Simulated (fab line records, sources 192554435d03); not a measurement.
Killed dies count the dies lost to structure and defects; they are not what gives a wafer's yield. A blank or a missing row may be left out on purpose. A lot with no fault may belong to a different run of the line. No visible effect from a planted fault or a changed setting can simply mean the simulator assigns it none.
Which tool was responsible? -- flow n5Finfet -- 10 lots with 29 wafers sampled at 3 steps, on a route of 1938 steps

== WHAT THE GAUGES READ, wafer by wafer ==
N5_BEOL_M4_RC_MEAS_101.
lot,measured,on,CJ_N
L418,day 7 18:56,prober-02,4.06 4.25 4.06
L419,day 7 21:52,prober-01,4.16 4.10 4.04
L421,day 8 17:58,prober-01,4.23 4.11 4.26
L423,day 10 22:53,prober-02,4.34 4.22
L430,day 11 11:46,prober-01,3.55 3.66 3.57
L431,day 11 14:35,prober-01,4.27 4.16 4.22
L432,day 11 17:31,prober-01,3.53 3.64 3.64
L433,day 11 19:11,prober-02,3.62 3.65 3.71
L435,day 12 15:38,prober-02,4.33 4.19 4.52
L440,day 14 07:34,prober-01,4.33 4.44 4.28

== TOOL THAT RAN EACH LOT (tool first, then ch and the chambers of the sampled wafers, then the start) ==
lot,N5_ZERO_LAYER_STRIP_24,N5_WELL_APT_IMPLANT_32
L418,"plasmaAsher-02 ch 0,1, day 1 18:57","implanter-01 ch 0, day 1 21:20"
L419,"plasmaAsher-01 ch 0, day 2 01:02","implanter-02 ch 0, day 2 03:30"
L421,"plasmaAsher-01 ch 0,1, day 2 12:55","implanter-02 ch 0, day 2 15:32"
L423,"plasmaAsher-02 ch 0,1, day 3 01:05","implanter-02 ch 0, day 3 03:24"
L430,"plasmaAsher-01 ch 0,1, day 4 19:05","implanter-02 ch 0, day 4 21:58"
L431,"plasmaAsher-02 ch 0,1, day 5 01:23","implanter-01 ch 0, day 5 03:50"
L432,"plasmaAsher-02 ch 0,1, day 5 06:55","implanter-02 ch 0, day 5 10:53"
L433,"plasmaAsher-02 ch 0,1, day 5 13:03","implanter-02 ch 0, day 5 19:37"
L435,"plasmaAsher-02 ch 1, day 6 01:01","implanter-01 ch 0, day 6 03:53"
L440,"plasmaAsher-02 ch 0,1, day 7 06:55","implanter-01 ch 0, day 7 09:14"
- N5_ZERO_LAYER_STRIP_24: strips in O2.
- N5_WELL_APT_IMPLANT_32

== THE ANSWER, worked out from the rows above alone ==
Rule: usual is defined by the lots themselves. The widest of any qualifying gaps counts: lots, ordered by their means at a reading, are off when they make up no more than a third of the lots, leave a main group of 4 or more, and stand apart from it by 3 or more times the standard deviation of that group's means. Not used: any main group whose means are identical at the precision the tables above print for the reading. A lot without any number at a reading at which 4 lots or more have one is off too. The other lots that the step has rows for count as sound.
Off: L430, L432, L433, at N5_BEOL_M4_RC_MEAS_101 (CJ_N). Mean 4.23 and standard deviation 0.092 in the main group.
A tool fits if, at a process step before that reading, it ran every lot that is off, and no sound lot after the first of them. The gauges at N5_BEOL_M4_RC_MEAS_101 are tried like those tools. One fits: N5_WELL_APT_IMPLANT_32 on implanter-02. Its last sound lot is L423 (day 3 03:24), its first lot that is off L430 (day 4 21:58): a fault that began between those two fits.

== WHAT THE SIMULATOR HAD PUT IN ==
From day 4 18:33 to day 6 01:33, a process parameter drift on implanter-02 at N5_WELL_APT_IMPLANT_32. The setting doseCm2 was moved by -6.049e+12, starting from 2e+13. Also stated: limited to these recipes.
Lots struck among those shown: L430, L432, L433. The same result came from the rule above.
